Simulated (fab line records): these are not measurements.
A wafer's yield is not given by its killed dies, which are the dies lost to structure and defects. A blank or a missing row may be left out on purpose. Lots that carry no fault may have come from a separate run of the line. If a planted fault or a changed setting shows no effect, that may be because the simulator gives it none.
Split-lot study || flow n5Finfet || route with 1938 steps; 7 lots, 39 wafers read

== ABOUT THE SPLIT ==
At N5_DUMMY_GATE_ETCH_32 (etches SiO2 in CF4, target depth 3.5 nm, time 3.9 s), the setting timeS was moved away from the recipe's 3.9 s on 18 of the 39 wafers read, by -23.5% to +23.4%. This setting was run at the recipe's value on the other wafers.

The reading comes from the split's own step.

== THE READING ==
etch.depthNm (the simulator's own value, which no gauge read), in nm, at N5_DUMMY_GATE_ETCH_32 (etches SiO2 in CF4, target depth 3.5 nm, time 3.9 s). No usual value for it is given in the file. Here, 21 wafers ran the recipe; their average is 3.462 nm with a standard deviation of 0.07 nm.

{"wafer": "L076.1", "tool, chamber at the split": "rieSi-05, 1", "timeS as run, s": 3.9, "against the recipe": "recipe", "etch.depthNm, nm": 3.591, "against lot-mates on the recipe": "-"}
{"wafer": "L076.2", "tool, chamber at the split": "rieSi-05, 3", "timeS as run, s": 3.9, "against the recipe": "recipe", "etch.depthNm, nm": 3.549, "against lot-mates on the recipe": "-"}
{"wafer": "L076.3", "tool, chamber at the split": "rieSi-05, 2", "timeS as run, s": 2.982, "against the recipe": "-23.5%", "etch.depthNm, nm": 2.634, "against lot-mates on the recipe": -0.867}
{"wafer": "L076.4", "tool, chamber at the split": "rieSi-05, 0", "timeS as run, s": 3.9, "against the recipe": "recipe", "etch.depthNm, nm": 3.364, "against lot-mates on the recipe": "-"}
{"wafer": "L076.5", "tool, chamber at the split": "rieSi-05, 1", "timeS as run, s": 2.982, "against the recipe": "-23.5%", "etch.depthNm, nm": 2.7, "against lot-mates on the recipe": -0.801}
{"wafer": "L076.6", "tool, chamber at the split": "rieSi-05, 0", "timeS as run, s": 2.982, "against the recipe": "-23.5%", "etch.depthNm, nm": 2.588, "against lot-mates on the recipe": -0.913}
{"wafer": "L079.1", "tool, chamber at the split": "rieSi-05, 0", "timeS as run, s": 3.9, "against the recipe": "recipe", "etch.depthNm, nm": 3.347, "against lot-mates on the recipe": "-"}
{"wafer": "L079.5", "tool, chamber at the split": "rieSi-05, 1", "timeS as run, s": 3.9, "against the recipe": "recipe", "etch.depthNm, nm": 3.543, "against lot-mates on the recipe": "-"}
{"wafer": "L079.6", "tool, chamber at the split": "rieSi-05, 2", "timeS as run, s": 3.9, "against the recipe": "recipe", "etch.depthNm, nm": 3.414, "against lot-mates on the recipe": "-"}
{"wafer": "L086.1", "tool, chamber at the split": "rieSi-06, 1,2", "timeS as run, s": 3.9, "against the recipe": "recipe", "etch.depthNm, nm": 3.429, "against lot-mates on the recipe": "-"}
{"wafer": "L086.2", "tool, chamber at the split": "rieSi-06, 1,2", "timeS as run, s": 3.9, "against the recipe": "recipe", "etch.depthNm, nm": 3.429, "against lot-mates on the recipe": "-"}
{"wafer": "L086.3", "tool, chamber at the split": "rieSi-06, 3", "timeS as run, s": 3.388, "against the recipe": "-13.1%", "etch.depthNm, nm": 3.037, "against lot-mates on the recipe": -0.388}
{"wafer": "L086.4", "tool, chamber at the split": "rieSi-06, 0", "timeS as run, s": 3.388, "against the recipe": "-13.1%", "etch.depthNm, nm": 3.042, "against lot-mates on the recipe": -0.383}
{"wafer": "L086.5", "tool, chamber at the split": "rieSi-06, 1", "timeS as run, s": 3.9, "against the recipe": "recipe", "etch.depthNm, nm": 3.416, "against lot-mates on the recipe": "-"}
{"wafer": "L086.6", "tool, chamber at the split": "rieSi-06, 2", "timeS as run, s": 3.388, "against the recipe": "-13.1%", "etch.depthNm, nm": 2.978, "against lot-mates on the recipe": -0.447}
{"wafer": "L087.1", "tool, chamber at the split": "rieSi-06, 2", "timeS as run, s": 3.008, "against the recipe": "-22.9%", "etch.depthNm, nm": 2.634, "against lot-mates on the recipe": -0.832}
{"wafer": "L087.2", "tool, chamber at the split": "rieSi-06, 3", "timeS as run, s": 3.008, "against the recipe": "-22.9%", "etch.depthNm, nm": 2.678, "against lot-mates on the recipe": -0.788}
{"wafer": "L087.3", "tool, chamber at the split": "rieSi-06, 0", "timeS as run, s": 3.9, "against the recipe": "recipe", "etch.depthNm, nm": 3.479, "against lot-mates on the recipe": "-"}
{"wafer": "L087.4", "tool, chamber at the split": "rieSi-06, 1", "timeS as run, s": 3.008, "against the recipe": "-22.9%", "etch.depthNm, nm": 2.642, "against lot-mates on the recipe": -0.824}
{"wafer": "L087.5", "tool, chamber at the split": "rieSi-06, 3", "timeS as run, s": 3.9, "against the recipe": "recipe", "etch.depthNm, nm": 3.475, "against lot-mates on the recipe": "-"}
{"wafer": "L087.6", "tool, chamber at the split": "rieSi-06, 2", "timeS as run, s": 3.9, "against the recipe": "recipe", "etch.depthNm, nm": 3.445, "against lot-mates on the recipe": "-"}
{"wafer": "L089.1", "tool, chamber at the split": "rieSi-05, 0", "timeS as run, s": 3.9, "against the recipe": "recipe", "etch.depthNm, nm": 3.376, "against lot-mates on the recipe": "-"}
{"wafer": "L089.2", "tool, chamber at the split": "rieSi-05, 3", "timeS as run, s": 3.037, "against the recipe": "-22.1%", "etch.depthNm, nm": 2.758, "against lot-mates on the recipe": -0.674}
{"wafer": "L089.3", "tool, chamber at the split": "rieSi-05, 2", "timeS as run, s": 3.037, "against the recipe": "-22.1%", "etch.depthNm, nm": 2.693, "against lot-mates on the recipe": -0.739}
{"wafer": "L089.4", "tool, chamber at the split": "rieSi-05, 1", "timeS as run, s": 3.037, "against the recipe": "-22.1%", "etch.depthNm, nm": 2.786, "against lot-mates on the recipe": -0.646}
{"wafer": "L089.5", "tool, chamber at the split": "rieSi-05, 3", "timeS as run, s": 3.9, "against the recipe": "recipe", "etch.depthNm, nm": 3.522, "against lot-mates on the recipe": "-"}
{"wafer": "L089.6", "tool, chamber at the split": "rieSi-05, 0", "timeS as run, s": 3.9, "against the recipe": "recipe", "etch.depthNm, nm": 3.397, "against lot-mates on the recipe": "-"}
{"wafer": "L091.1", "tool, chamber at the split": "rieSi-06, 2", "timeS as run, s": 4.79, "against the recipe": "+22.8%", "etch.depthNm, nm": 4.24, "against lot-mates on the recipe": "+0.732"}
{"wafer": "L091.2", "tool, chamber at the split": "rieSi-06, 0", "timeS as run, s": 4.79, "against the recipe": "+22.8%", "etch.depthNm, nm": 4.308, "against lot-mates on the recipe": "+0.800"}
{"wafer": "L091.3", "tool, chamber at the split": "rieSi-06, 1", "timeS as run, s": 4.79, "against the recipe": "+22.8%", "etch.depthNm, nm": 4.234, "against lot-mates on the recipe": "+0.726"}
{"wafer": "L091.4", "tool, chamber at the split": "rieSi-06, 3", "timeS as run, s": 3.9, "against the recipe": "recipe", "etch.depthNm, nm": 3.521, "against lot-mates on the recipe": "-"}
{"wafer": "L091.5", "tool, chamber at the split": "rieSi-06, 3", "timeS as run, s": 3.9, "against the recipe": "recipe", "etch.depthNm, nm": 3.538, "against lot-mates on the recipe": "-"}
{"wafer": "L091.6", "tool, chamber at the split": "rieSi-06, 2", "timeS as run, s": 3.9, "against the recipe": "recipe", "etch.depthNm, nm": 3.465, "against lot-mates on the recipe": "-"}
{"wafer": "L093.1", "tool, chamber at the split": "rieSi-05, 3", "timeS as run, s": 4.814, "against the recipe": "+23.4%", "etch.depthNm, nm": 4.361, "against lot-mates on the recipe": "+0.897"}
{"wafer": "L093.2", "tool, chamber at the split": "rieSi-05, 2", "timeS as run, s": 4.814, "against the recipe": "+23.4%", "etch.depthNm, nm": 4.277, "against lot-mates on the recipe": "+0.813"}
{"wafer": "L093.3", "tool, chamber at the split": "rieSi-05, 1", "timeS as run, s": 3.9, "against the recipe": "recipe", "etch.depthNm, nm": 3.565, "against lot-mates on the recipe": "-"}
{"wafer": "L093.4", "tool, chamber at the split": "rieSi-05, 0", "timeS as run, s": 3.9, "against the recipe": "recipe", "etch.depthNm, nm": 3.387, "against lot-mates on the recipe": "-"}
{"wafer": "L093.5", "tool, chamber at the split": "rieSi-05, 1", "timeS as run, s": 4.814, "against the recipe": "+23.4%", "etch.depthNm, nm": 4.408, "against lot-mates on the recipe": "+0.944"}
{"wafer": "L093.6", "tool, chamber at the split": "rieSi-05, 2", "timeS as run, s": 3.9, "against the recipe": "recipe", "etch.depthNm, nm": 3.44, "against lot-mates on the recipe": "-"}
If several chambers appear in one row, that row covers several wafers at once and the file leaves open which wafer was in which chamber.

THE FIT
A straight line over all 39 wafers: etch.depthNm changes by +0.0352 nm for each +1% of timeS; r = +0.99; the points scatter about the line by 0.063 nm.
The same after taking each lot's own level away (the mean of its wafers on the recipe; 39 wafers): +0.0347 nm for each +1%; r = +0.99; scatter 0.066 nm.
That fit puts the effect of the largest move of timeS on the reading at 0.82 nm.
Across the lots, their own levels run from 3.4247 to 3.5080 nm, a range of 1.2 times the standard deviation given above.
The two slopes are in agreement: the lot-to-lot level therefore moves the slope only a little.
Check: for one of the wafers moved furthest among these (-23.5%), held out of the fit, the line's prediction against its lot-mates is -0.805 nm. It came out at -0.867 nm against them.

== OTHER SPLITS ON THESE WAFERS ==
These wafers also went through other splits before the reading. Each is held against what the fit with the lots' levels taken away leaves over:
{"other split on the same wafers": "N5_DUMMY_GATE_ETCH_37 sourceW", "wafers away from the commonest value": 12, "r with etch.depthNm (lot level and that fit taken away)": "+0.16"}

== FILE'S OWN FIT ==
etch.depthNm changes by +0.0346 nm for each +1% of timeS, r = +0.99.
